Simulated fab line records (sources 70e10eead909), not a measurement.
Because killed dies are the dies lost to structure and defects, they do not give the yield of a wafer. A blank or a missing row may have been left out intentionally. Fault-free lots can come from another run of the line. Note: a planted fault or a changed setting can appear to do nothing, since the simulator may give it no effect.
Chamber matching | flow nand_harc | 4 sister chambers for NHARC_A_WL_FILL_STRIP_29 on rie_diel-02
The step strips in O2, time 20 s. 8 wafers are shown with their chamber, then 9 later ones without.

WAFERS, EACH WITH ITS CHAMBER
wafer  | chamber | rf_vpp_V (V) | oes_product_au (a.u.)
L077.4 | 2       | 56.4         | 1.012
L082.3 | 2       | 56.4         | 1.010
L082.5 | 3       | 58.6         | 0.992
L083.3 | 0       | 57.5         | 0.994
L083.6 | 1       | 57.8         | 0.998
L089.2 | 0       | 59.2         | 0.975
L089.4 | 1       | 57.3         | 1.014
L089.5 | 3       | 56.9         | 0.997

WAFERS WITHOUT THEIR CHAMBER
wafer  | rf_vpp_V (V) | oes_product_au (a.u.)
L088.2 | 58.7         | 1.010
L088.5 | 58.1         | 0.988
L088.6 | 57.8         | 1.004
L094.1 | 57.5         | 1.001
L094.2 | 59.2         | 0.977
L094.3 | 58.4         | 1.005
L097.1 | 58.9         | 1.002
L097.3 | 58.2         | 1.016
L097.5 | 58.3         | 1.007

WHICH CHAMBER EACH ONE RAN IN
wafer  | from the rows above               | in truth
L088.2 | can't be placed: 1 or 3 or 2 or 0 | 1
L088.5 | can't be placed: 0 or 3 or 1      | 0
L088.6 | can't be placed: 1 or 3 or 2 or 0 | 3
L094.1 | can't be placed: 1 or 3 or 2 or 0 | 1
L094.2 | can't be placed: 0 or 3           | 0
L094.3 | can't be placed: 1 or 3 or 0 or 2 | 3
L097.1 | can't be placed: 3 or 1 or 0 or 2 | 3
L097.3 | can't be placed: 1 or 2 or 3      | 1
L097.5 | can't be placed: 1 or 3 or 2 or 0 | 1
0 of 9 placed correctly. From these rows, 9 cannot be placed; in 9 the true chamber is one of the candidates. Placed wrongly: 0.
How it was worked out, from the rows above alone: a wafer's distance from a chamber is the root of the sum, over the readings, of the square of ((its reading less the chamber's mean) divided by the reading's scatter). If the next closest chamber is less than 2 further off than the closest, the wafer can't be placed; otherwise it belongs to the closest. Each chamber's mean is taken over the wafers shown for it. How the scatter is found: for the shown wafers, subtract from each reading the mean of its chamber, square and add these, divide the total by (wafers less chambers), then take the root.
